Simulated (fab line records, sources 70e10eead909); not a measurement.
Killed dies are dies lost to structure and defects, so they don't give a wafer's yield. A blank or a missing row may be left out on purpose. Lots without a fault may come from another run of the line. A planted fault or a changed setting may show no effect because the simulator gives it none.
Which tool did it? | flow nand_harc | 24 lots, 72 wafers sampled, at 2 steps of a route of 1302

WHAT THE GAUGES READ, wafer by wafer
NHARC_A_SGD_CUT_CD_MEAS_09: target cd 100 nm. Usual: cd_nm 99.9 nm, standard deviation 0.4.
lot  | measured     | on        | cd_nm (nm)        | flag
L074 | day 19 06:37 | cd_sem-03 | 100.2 100.1 100.0 |
L076 | day 19 16:59 | cd_sem-01 | 99.7 100.2 99.9   |
L075 | day 19 17:48 | cd_sem-01 | 100.3 99.9 100.3  |
L077 | day 20 20:55 | cd_sem-01 | 99.5 100.0 99.7   |
L079 | day 20 21:04 | cd_sem-03 | 99.6 99.4 99.4    |
L078 | day 20 21:13 | cd_sem-02 | 99.7 100.0 99.7   |
L080 | day 21 00:20 | cd_sem-01 | 100.4 100.0 99.9  |
L081 | day 22 05:02 | cd_sem-02 | 100.7 100.6 101.1 |
L082 | day 22 05:58 | cd_sem-03 | 100.4 100.2 99.8  |
L083 | day 22 20:22 | cd_sem-01 | 100.1 100.5 99.4  |
L085 | day 23 09:50 | cd_sem-01 | 99.7 100.7 99.8   |
L084 | day 23 09:59 | cd_sem-02 | 99.9 99.4 99.5    |
L086 | day 24 02:26 | cd_sem-03 | 99.3 100.2 99.9   |
L087 | day 24 14:50 | cd_sem-02 | 99.7 99.5 100.3   |
L088 | day 24 23:34 | cd_sem-02 | 99.8 100.0 100.2  |
L089 | day 24 23:51 | cd_sem-02 | 100.0 99.6 100.7  |
L090 | day 26 00:38 | cd_sem-01 | 99.0 98.8 99.9    |
L091 | day 26 16:18 | cd_sem-03 | 99.4 99.8 99.9    |
L092 | day 26 16:29 | cd_sem-02 | 100.3 99.9 99.5   |
L093 | day 26 17:30 | cd_sem-03 | 99.4 99.7 99.9    |
L094 | day 27 13:34 | cd_sem-01 | 99.9 99.0 100.2   |
L095 | day 28 00:55 | cd_sem-02 | 100.5 100.0 99.9  |
L097 | day 28 21:40 | cd_sem-02 | 99.5 99.3 99.7    |
L096 | day 29 14:02 | cd_sem-03 | 100.4 99.5 99.9   |

WHICH TOOL RAN EACH LOT (tool, then ch and the chambers of the sampled wafers, then the start)
lot  | NHARC_A_STAIRCASE_DEP_471
L074 | pecvd-02 ch 0,1,2, day 19 05:25
L076 | pecvd-04 ch 0,1, day 19 15:44
L075 | pecvd-02 ch 0,1,2, day 19 16:31
L077 | pecvd-04 ch 0,1,2, day 20 19:30
L079 | pecvd-02 ch 0,2, day 20 19:34
L078 | pecvd-04 ch 0,1,2, day 20 19:41
L080 | pecvd-04 ch 0,1,2, day 20 22:55
L081 | pecvd-03 ch 1,2, day 22 03:37
L082 | pecvd-02 ch 0,1,2, day 22 04:22
L083 | pecvd-02 ch 0,2, day 22 18:59
L085 | pecvd-02 ch 0,1,2, day 23 08:26
L084 | pecvd-03 ch 0,1, day 23 08:29
L086 | pecvd-02 ch 0,2, day 24 01:04
L087 | pecvd-02 ch 0,1, day 24 13:26
L088 | pecvd-03 ch 0,2, day 24 22:13
L089 | pecvd-04 ch 1,2, day 24 22:26
L090 | pecvd-03 ch 1,2, day 25 23:20
L091 | pecvd-04 ch 1,2, day 26 14:55
L092 | pecvd-04 ch 0,1, day 26 15:04
L093 | pecvd-04 ch 0,1, day 26 16:14
L094 | pecvd-03 ch 0,1, day 27 12:15
L095 | pecvd-04 ch 0,1,2, day 27 23:32
L097 | pecvd-02 ch 0,1, day 28 20:14
L096 | pecvd-02 ch 0,1,2, day 29 12:22
- NHARC_A_STAIRCASE_DEP_471: deposits SiO2, target thk 100 nm.

WHAT THE TOOLS THEMSELVES READ (means of the sampled wafers that have a number; where no wafer has one, the mark that the record gives instead)
NHARC_A_STAIRCASE_DEP_471. Usual: heater_power_w 578 W, standard deviation 110; throttle_valve_pct 16.3 %, standard deviation 0.7.
lot  | tool     | heater_power_w (W) | throttle_valve_pct (%) | flag
L074 | pecvd-02 | 499                | 16.1                   |
L076 | pecvd-04 | 536                | 16.2                   |
L075 | pecvd-02 | 498                | 16.1                   |
L077 | pecvd-04 | 675                | 16.4                   |
L079 | pecvd-02 | 526                | 16.1                   |
L078 | pecvd-04 | 626                | 16.3                   |
L080 | pecvd-04 | 636                | 16.2                   |
L081 | pecvd-03 | 655                | 16.7                   |
L082 | pecvd-02 | 488                | 16.2                   |
L083 | pecvd-02 | 504                | 16.6                   |
L085 | pecvd-02 | 536                | 16.3                   |
L084 | pecvd-03 | 605                | 16.5                   |
L086 | pecvd-02 | 499                | 16.6                   |
L087 | pecvd-02 | 509                | 16.6                   |
L088 | pecvd-03 | 644                | 15.3                   |
L089 | pecvd-04 | 638                | 16.2                   |
L090 | pecvd-03 | 615                | 16.5                   |
L091 | pecvd-04 | 736                | 17.2                   |
L092 | pecvd-04 | 572                | 16.2                   |
L093 | pecvd-04 | 505                | 15.9                   |
L094 | pecvd-03 | 555                | 16.0                   |
L095 | pecvd-04 | 637                | 16.3                   |
L097 | pecvd-02 | 446                | 16.3                   |
L096 | pecvd-02 | 494                | 16.0                   |

THE ANSWER, worked out from the rows above alone
Rule: a lot is off if the mean of its wafers that have a number lies more than 3 standard deviations from the usual mean. A lot without any number at a reading at which 4 lots or more have one is off too. The other lots that the step has rows for count as sound. The gauges are gone through in route order, then the tools' own readings, and for those a lot's mean is taken as printed above. The first step at which some lot is off is used, and at that step the reading that is off furthest; a lot without a number counts as furthest.
No lot is off at any reading shown: from this, nothing can be told.

WHAT THE SIMULATOR HAD PUT IN
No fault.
